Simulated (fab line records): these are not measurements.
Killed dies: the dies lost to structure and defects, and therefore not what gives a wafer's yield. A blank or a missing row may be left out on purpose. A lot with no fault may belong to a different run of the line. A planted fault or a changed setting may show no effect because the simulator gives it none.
Comparing a struck lot with a sound one | flow nandHarc | 27 out of 1159 route steps
Sound: these wafers, L552.1, L552.4, L552.5. Struck: wafer L563.4 (L563.2, L563.3, from the same lot, were not struck and are left out); the cause is given at the end.
Order at every step that has rows: each side's tool, ch and its chambers, its first start. Under that, the readings that differ: sound wafers | struck wafers | difference of the means | sigmas: that difference in standard deviations of wafers without a fault.
alike: readings with means less than 2 such deviations apart, plus words and numbers identical on both sides. not compared: withheld readings, readings lacking a value on some wafer, bounds such as >300 that could conceal the same value, and numbers that have no deviation in the record and whose values overlap.
The two part at a step that has a row with sigmas, a row that says differs or no value, or rows on one side only. Numbers that don't overlap but have no deviation are shown without sigmas and don't part them. Lack of a reading on every wafer of one side parts them only where that side has two or more wafers.

first, 2 steps without rows for these wafers: NHARC_P_M1_DEGAS_29 (time 60 s); NHARC_P_M1_PRE_CLEAN_30 (time 30 s).
NHARC_P_M1_PVD_20: deposits TaN, target thk 5 nm, time 8.06 s.
  sound on pvdSputter-01; struck on pvdSputter-01
  alike: substrateTempC, throttleValvePct
NHARC_P_M1_PVD_21: deposits Cu, target thk 30 nm, time 20.49 s.
  sound on pvdSputter-01; struck on pvdSputter-01
reading            | sound             | struck | difference | sigmas
substrateTempC (C) | 30.23 30.09 30.10 | 29.88  | -0.26      | -2
  alike: throttleValvePct
then, 2 steps without rows for these wafers: NHARC_P_M1_ECD_22 (material Cu, target thk 400 nm); NHARC_P_M1_ANNEAL_31 (time 90 s).
NHARC_P_M1_CMP_23: polishes, t overpolish 20 s, target thk 157.82 nm.
  sound on cmp-02 ch 1,2,3, day 6 05:37; struck on cmp-02 ch 0, day 9 08:55
  alike: motorCurrentA, timeToEndpointS
NHARC_P_M1_THK_MEAS_24: measures by xrf.
  sound on filmMetro-01, day 6 05:55; struck on filmMetro-02, day 9 09:14
  alike: thkNm
following that, these wafers have no rows for 1 step: NHARC_P_M1_SRD_25.
NHARC_P_M1_INSPECT_27:
  sound on defectInspect-01, day 6 06:05; struck on defectInspect-02, day 9 09:23
  alike: rawDefectCount
NHARC_P_M1_PRE_CLEAN_32: time 12 s.
  sound on pecvd-04 ch 0,1, day 6 06:11; struck on pecvd-03 ch 2, day 9 09:28
reading         | sound             | struck | difference | sigmas
rfFwdPowerW (W) | 291.6 291.1 292.0 | 293.8  | +2.2       | +3
  alike: heaterPowerW
NHARC_P_M1_DEP_33: deposits SiCN, target thk 30 nm.
  sound on pecvd-04 ch 0,1, day 6 06:20; struck on pecvd-03 ch 2, day 9 09:32
  alike: heaterPowerW, rfFwdPowerW
then, 10 steps without rows for these wafers: NHARC_P_M2_DEP_00 (deposits SiOC, target thk 182.5 nm); NHARC_P_M2_DEHYDRATE_01 (time 120 s); NHARC_P_M2_HMDS_02 (time 30 s); NHARC_P_M2_COAT_34 (time 65 s); NHARC_P_M2_COAT_03 (resist thk 90 nm); NHARC_P_M2_SOFTBAKE_04 (time 55 s); NHARC_P_M2_EBR_05; NHARC_P_M2_EXPOSE_06 (exposes mask P M2, target cd 170 nm); NHARC_P_M2_PEB_07 (peb time 65 s); NHARC_P_M2_DEVELOP_08 (develop time 35 s).
NHARC_P_M2_CD_MEAS_09 targets a cd of 170 nm.
  sound on cdSem-02 ch 0, day 6 07:31; struck on cdSem-03 ch 0, day 9 10:55
  alike: cdNm
NHARC_P_M2_OVL_MEAS_10: pitch 340 nm.
  sound on overlay-01, day 6 07:36; struck on overlay-02, day 9 11:01
  alike: overlayXNm, overlayYNm
NHARC_P_M2_INSPECT_11:
  sound on defectInspect-01, day 6 07:38; struck on defectInspect-01, day 9 11:03
reading        | sound | struck | difference | sigmas
rawDefectCount | 4 1 1 | 603    | +601       | +99 or more
NHARC_P_M2_DESCUM_14: chemistry O2, time 3 s.
  sound on rieDiel-07 ch 1,2,3, day 6 07:43; struck on rieDiel-01 ch 1, day 9 11:07
  alike: drypumpMotorCurrentA, oesProductAu, rfVppV, showerheadPlenumPTorr, throttleValvePct
  not compared: rfHoursCounterH
-- jump in the record: it breaks off in module P_M2 and resumes in module END (first step shown: number 1159 of the route), and 14 days separate the struck wafers' starts before and after --
NHARC_END_SORT_01:
  sound on prober-01 ch 0, day 19 17:59; struck on prober-02 ch 0, day 22 23:16
reading                | sound          | struck | difference | sigmas
defectLimitedYield (%) | 96.8 97.3 97.0 | 82.0   | -15.0      | -13
killedAtPeriphery      | 1 2 2          | 97     | +95        | +41
killedDies             | 22 18 20       | 122    | +102       | +13
sort_bin_2_pct (%)     | 0.1 0.3 1.3    | 7.5    | +6.9       | +13
sort_bin_3_pct (%)     | 0 0.15 0.15    | 4.73   | +4.63      | +23
sort_bin_4_pct (%)     | 3.1 2.2 1.5    | 5.8    | +3.5       | +5
sortNPass              | 655 659 657    | 555    | -102       | -13
sortYieldPct (%)       | 96.8 97.3 97.0 | 82.0   | -15.0      | -13
  alike: killedAtArray, killedAtOther, killedOpen, killedShort, sortRimYieldPct

WHERE THEY PART
At NHARC_P_M1_PVD_21 first; at NHARC_END_SORT_01 last (within this record only).

WHY: the cause the simulator had injected
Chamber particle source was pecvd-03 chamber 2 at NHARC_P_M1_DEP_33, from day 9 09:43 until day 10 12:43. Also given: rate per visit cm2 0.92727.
